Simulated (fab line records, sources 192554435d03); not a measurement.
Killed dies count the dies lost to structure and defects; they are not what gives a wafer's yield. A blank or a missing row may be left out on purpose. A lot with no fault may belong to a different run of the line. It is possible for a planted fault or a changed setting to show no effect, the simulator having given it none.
Which tool did it? :: flow n5Finfet :: 11 lots, 33 wafers sampled, at 2 steps of a route of 1938

== WHAT THE GAUGES READ, wafer by wafer ==
N5_BEOL_M6_CD_MEAS_28: the cd target is 40 nm. Usual: cdNm reads 39.93 nm (standard deviation 0.25).
lot: L951
measured: day 9 00:02
on: cdSem-03
cdNm (nm): 39.86 39.89 39.70
flag: 

lot: L957
measured: day 10 07:16
on: cdSem-01
cdNm (nm): 39.64 39.71 39.85
flag: 

lot: L958
measured: day 10 19:46
on: cdSem-03
cdNm (nm): 39.73 39.85 39.76
flag: 

lot: L960
measured: day 11 01:04
on: cdSem-03
cdNm (nm): 40.16 39.77 40.25
flag: 

lot: L959
measured: day 11 06:48
on: cdSem-03
cdNm (nm): 40.16 40.08 40.41
flag: 

lot: L964
measured: day 12 10:29
on: cdSem-01
cdNm (nm): 40.21 39.94 39.91
flag: 

lot: L968
measured: day 12 13:10
on: cdSem-03
cdNm (nm): 39.88 40.06 40.19
flag: 

lot: L967
measured: day 12 17:02
on: cdSem-01
cdNm (nm): 39.93 40.10 40.11
flag: 

lot: L966
measured: day 12 17:13
on: cdSem-03
cdNm (nm): 40.06 39.90 39.61
flag: 

lot: L972
measured: day 13 20:22
on: cdSem-01
cdNm (nm): 39.84 39.95 40.05
flag: 

lot: L974
measured: day 14 15:52
on: cdSem-01
cdNm (nm): 39.79 39.98 39.78
flag: 

== EACH LOT AND THE TOOL THAT RAN IT (in order: tool; ch and the chambers of the sampled wafers; start) ==
lot: L951
N5_BEOL_M6_ETCH_62: rieDiel-02 ch 1,2, day 8 21:44

lot: L957
N5_BEOL_M6_ETCH_62: rieDiel-06 ch 0,1,2, day 10 05:49

lot: L958
N5_BEOL_M6_ETCH_62: rieDiel-03 ch 0,2,3, day 10 17:49

lot: L960
N5_BEOL_M6_ETCH_62: rieDiel-06 ch 1,2, day 10 21:32

lot: L959
N5_BEOL_M6_ETCH_62: rieDiel-06 ch 0,1, day 11 05:59

lot: L964
N5_BEOL_M6_ETCH_62: rieDiel-06 ch 2,3, day 12 07:44

lot: L968
N5_BEOL_M6_ETCH_62: rieDiel-02 ch 0,2, day 12 11:26

lot: L967
N5_BEOL_M6_ETCH_62: rieDiel-03 ch 0,1,3, day 12 14:05

lot: L966
N5_BEOL_M6_ETCH_62: rieDiel-03 ch 0,1,3, day 12 15:37

lot: L972
N5_BEOL_M6_ETCH_62: rieDiel-06 ch 0,2,3, day 13 19:08

lot: L974
N5_BEOL_M6_ETCH_62: rieDiel-03 ch 0,1,2, day 14 12:58
- N5_BEOL_M6_ETCH_62: etches SOC in N2/H2, target depth 110 nm, overetch 22 nm, time 165 s.

== WHAT THE TOOLS THEMSELVES READ (means of the sampled wafers that have a number; where no wafer has one, the mark that the record gives instead) ==
N5_BEOL_M6_ETCH_62. Usual: drypumpMotorCurrentA 5.7 A, standard deviation 0.32; oesProductAu 0.65 a.u., standard deviation 0.076; rfVppV 524.2 V, standard deviation 2.8; showerheadPlenumPTorr 2.56 Torr, standard deviation 0.095; throttleValvePct 17.88 %, standard deviation 0.27.
lot: L951
tool: rieDiel-02
drypumpMotorCurrentA (A): 5.6
oesProductAu (a.u.): 0.60
rfVppV (V): 524.5
showerheadPlenumPTorr (Torr): 2.55
throttleValvePct (%): 17.93
flag: 

lot: L957
tool: rieDiel-06
drypumpMotorCurrentA (A): 5.9
oesProductAu (a.u.): 0.67
rfVppV (V): 525.8
showerheadPlenumPTorr (Torr): 2.63
throttleValvePct (%): 17.94
flag: 

lot: L958
tool: rieDiel-03
drypumpMotorCurrentA (A): 5.9
oesProductAu (a.u.): 0.65
rfVppV (V): 523.6
showerheadPlenumPTorr (Torr): 2.55
throttleValvePct (%): 17.92
flag: 

lot: L960
tool: rieDiel-06
drypumpMotorCurrentA (A): 5.8
oesProductAu (a.u.): 0.66
rfVppV (V): 526.0
showerheadPlenumPTorr (Torr): 2.58
throttleValvePct (%): 18.02
flag: 

lot: L959
tool: rieDiel-06
drypumpMotorCurrentA (A): 5.6
oesProductAu (a.u.): 0.61
rfVppV (V): 523.5
showerheadPlenumPTorr (Torr): 2.56
throttleValvePct (%): 18.17
flag: 

lot: L964
tool: rieDiel-06
drypumpMotorCurrentA (A): 5.6
oesProductAu (a.u.): 0.66
rfVppV (V): 523.0
showerheadPlenumPTorr (Torr): 2.51
throttleValvePct (%): 17.64
flag: 

lot: L968
tool: rieDiel-02
drypumpMotorCurrentA (A): 5.5
oesProductAu (a.u.): 0.66
rfVppV (V): 523.1
showerheadPlenumPTorr (Torr): 2.49
throttleValvePct (%): 17.62
flag: 

lot: L967
tool: rieDiel-03
drypumpMotorCurrentA (A): 5.6
oesProductAu (a.u.): 0.63
rfVppV (V): 524.7
showerheadPlenumPTorr (Torr): 2.58
throttleValvePct (%): 17.97
flag: 

lot: L966
tool: rieDiel-03
drypumpMotorCurrentA (A): 5.6
oesProductAu (a.u.): 0.63
rfVppV (V): 524.7
showerheadPlenumPTorr (Torr): 2.58
throttleValvePct (%): 17.96
flag: 

lot: L972
tool: rieDiel-06
drypumpMotorCurrentA (A): 5.8
oesProductAu (a.u.): 0.65
rfVppV (V): 525.2
showerheadPlenumPTorr (Torr): 2.58
throttleValvePct (%): 17.79
flag: 

lot: L974
tool: rieDiel-03
drypumpMotorCurrentA (A): 5.7
oesProductAu (a.u.): 0.65
rfVppV (V): 522.6
showerheadPlenumPTorr (Torr): 2.51
throttleValvePct (%): 17.89
flag: 

== THE ANSWER, worked out from the rows above alone ==
Rule: lot off if the mean of its wafers having a number is beyond 3 standard deviations from the usual mean. A lot without any number at a reading at which 4 lots or more have one is off too. Any other lot the step has rows for is counted as sound. After the gauges, taken in route order, come the tools' own readings; for these a lot's mean is taken, as printed above. The first step at which some lot is off is used, and at that step the reading that is off furthest; a lot without a number counts as furthest.
Across all readings shown, no lot is off: no conclusion can be drawn from this.

== WHAT HAD BEEN PUT IN BY THE SIMULATOR ==
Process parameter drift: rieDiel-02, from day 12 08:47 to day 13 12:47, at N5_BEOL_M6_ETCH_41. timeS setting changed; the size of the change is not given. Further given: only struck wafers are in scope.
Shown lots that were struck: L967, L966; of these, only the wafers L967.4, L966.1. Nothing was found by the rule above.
